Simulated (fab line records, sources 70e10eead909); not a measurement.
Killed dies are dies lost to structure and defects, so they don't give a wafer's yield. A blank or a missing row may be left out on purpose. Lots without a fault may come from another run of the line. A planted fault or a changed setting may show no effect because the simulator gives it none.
Which tool did it? | flow nand_harc | 13 lots, 39 wafers sampled, at 3 steps of a route of 1159

WHAT THE GAUGES READ, wafer by wafer
NHARC_A_WL_FILL_INSPECT_15.
lot  | measured     | on                | raw_defect_count
L320 | day 16 15:25 | defect_inspect-01 | 581 578 462
L319 | day 16 14:52 | defect_inspect-01 | 451 670 364
L325 | day 17 10:06 | defect_inspect-02 | 361 356 446
L322 | day 17 13:32 | defect_inspect-02 | 272 166 361
L323 | day 17 19:59 | defect_inspect-01 | 419 393 388
L324 | day 18 04:52 | defect_inspect-02 | 347 241 245
L327 | day 18 12:43 | defect_inspect-02 | 270 469 276
L328 | day 18 12:41 | defect_inspect-01 | 256 287 254
L329 | day 18 20:31 | defect_inspect-01 | 366 340 275
L330 | day 18 20:53 | defect_inspect-02 | 520 874 547
L331 | day 19 12:32 | defect_inspect-02 | 467 242 293
L332 | day 19 12:37 | defect_inspect-01 | 312 315 383
L333 | day 20 04:50 | defect_inspect-02 | 381 436 273

WHICH TOOL RAN EACH LOT (tool, then ch and the chambers of the sampled wafers, then the start)
lot  | NHARC_A_WL_FILL_STRIP_29           | NHARC_A_WL_FILL_ETCHBACK_26
L320 | rie_diel-13 ch 0,1,2, day 16 03:26 | rie_si-04 ch 1,2,3, day 16 08:56
L319 | rie_diel-13 ch 1,2,3, day 16 04:44 | rie_si-05 ch 0,3, day 16 08:58
L325 | rie_diel-01 ch 0,3, day 16 19:40   | rie_si-04 ch 2,3, day 17 01:09
L322 | rie_diel-13 ch 1,3, day 16 22:13   | rie_si-05 ch 2,3, day 17 03:23
L323 | rie_diel-01 ch 1,2,3, day 17 03:53 | rie_si-04 ch 0,3, day 17 09:02
L324 | rie_diel-01 ch 0,2,3, day 17 15:49 | rie_si-05 ch 0,1,2, day 17 21:16
L327 | rie_diel-05 ch 0,2, day 18 01:25   | rie_si-05 ch 0,1, day 18 06:46
L328 | rie_diel-01 ch 0,2,3, day 18 02:14 | rie_si-01 ch 0,2,3, day 18 06:46
L329 | rie_diel-01 ch 0,3, day 18 07:49   | rie_si-01 ch 0,2, day 18 13:19
L330 | rie_diel-13 ch 0,1, day 18 08:50   | rie_si-04 ch 1,2,3, day 18 13:19
L331 | rie_diel-13 ch 0,2,3, day 19 01:08 | rie_si-04 ch 0,2,3, day 19 06:38
L332 | rie_diel-13 ch 0,1,2, day 19 01:25 | rie_si-01 ch 0,2,3, day 19 06:38
L333 | rie_diel-13 ch 0,1,2, day 19 17:46 | rie_si-05 ch 1,2,3, day 19 22:54
- NHARC_A_WL_FILL_STRIP_29: strips in O2, time 20 s.
- NHARC_A_WL_FILL_ETCHBACK_26: etches the open film in HBr, target depth 52 nm, time 13.3 s.

WHAT THE TOOLS THEMSELVES READ (means of the sampled wafers that have a number; where no wafer has one, the mark that the record gives instead)
NHARC_A_WL_FILL_STRIP_29.
lot  | tool        | drypump_motor_current_A (A) | oes_product_au (a.u.) | rf_vpp_V (V) | showerhead_plenum_p_Torr (Torr) | throttle_valve_pct (%)
L320 | rie_diel-13 | 5.7                         | 1.000                 | 58.4         | 3.68                            | 17.030
L319 | rie_diel-13 | 5.6                         | 1.008                 | 58.1         | 3.53                            | 17.041
L325 | rie_diel-01 | 5.6                         | 1.013                 | 57.9         | 3.35                            | 17.031
L322 | rie_diel-13 | 5.7                         | 1.011                 | 58.3         | 3.41                            | 17.027
L323 | rie_diel-01 | 5.9                         | 0.994                 | 58.3         | 3.55                            | 17.049
L324 | rie_diel-01 | 5.7                         | 1.005                 | 57.1         | 3.49                            | 17.044
L327 | rie_diel-05 | 5.3                         | 1.004                 | 57.3         | 3.47                            | 17.035
L328 | rie_diel-01 | 5.7                         | 1.004                 | 57.4         | 3.49                            | 17.028
L329 | rie_diel-01 | 5.5                         | 1.015                 | 56.4         | 3.38                            | 17.037
L330 | rie_diel-13 | 6.0                         | 1.006                 | 58.0         | 3.71                            | 17.042
L331 | rie_diel-13 | 5.8                         | 1.006                 | 59.2         | 3.55                            | 17.051
L332 | rie_diel-13 | 5.8                         | 1.013                 | 56.8         | 3.67                            | 17.026
L333 | rie_diel-13 | 5.8                         | 1.004                 | 58.1         | 3.67                            | 17.040

NHARC_A_WL_FILL_ETCHBACK_26.
lot  | tool      | drypump_motor_current_A (A) | oes_product_au (a.u.) | throttle_valve_pct (%)
L320 | rie_si-04 | 5.8                         | 0.991                 | 23.267
L319 | rie_si-05 | 6.2                         | 1.010                 | 23.259
L325 | rie_si-04 | 6.1                         | 1.003                 | 23.270
L322 | rie_si-05 | 6.1                         | 0.996                 | 23.265
L323 | rie_si-04 | 5.7                         | 0.980                 | 23.264
L324 | rie_si-05 | 5.9                         | 0.991                 | 23.268
L327 | rie_si-05 | 5.8                         | 1.000                 | 23.267
L328 | rie_si-01 | 5.8                         | 0.982                 | 23.258
L329 | rie_si-01 | 5.4                         | 0.981                 | 23.276
L330 | rie_si-04 | 5.8                         | 0.995                 | 23.263
L331 | rie_si-04 | 5.9                         | 0.997                 | 23.270
L332 | rie_si-01 | 5.8                         | 0.982                 | 23.271
L333 | rie_si-05 | 6.0                         | 0.999                 | 23.261

THE ANSWER, worked out from the rows above alone
Rule: what is usual is taken from the lots themselves. Put in order of their means at a reading, lots are off if they are a third of the lots or fewer, leave a main group of 4 or more, and stand apart from it by a gap of 3 or more times the standard deviation of the main group's means; of several such gaps the widest counts. A main group whose means are all the same, to the digits that the tables above print for the reading, isn't used. A lot without any number at a reading at which 4 lots or more have one is off too. The other lots that the step has rows for count as sound. The gauges are gone through in route order, then the tools' own readings, and for those a lot's mean is taken as printed above. The first step at which some lot is off is used, and at that step the reading that is off furthest; a lot without a number counts as furthest.
No lot is off at any reading shown: from this, nothing can be told.

WHAT THE SIMULATOR HAD PUT IN
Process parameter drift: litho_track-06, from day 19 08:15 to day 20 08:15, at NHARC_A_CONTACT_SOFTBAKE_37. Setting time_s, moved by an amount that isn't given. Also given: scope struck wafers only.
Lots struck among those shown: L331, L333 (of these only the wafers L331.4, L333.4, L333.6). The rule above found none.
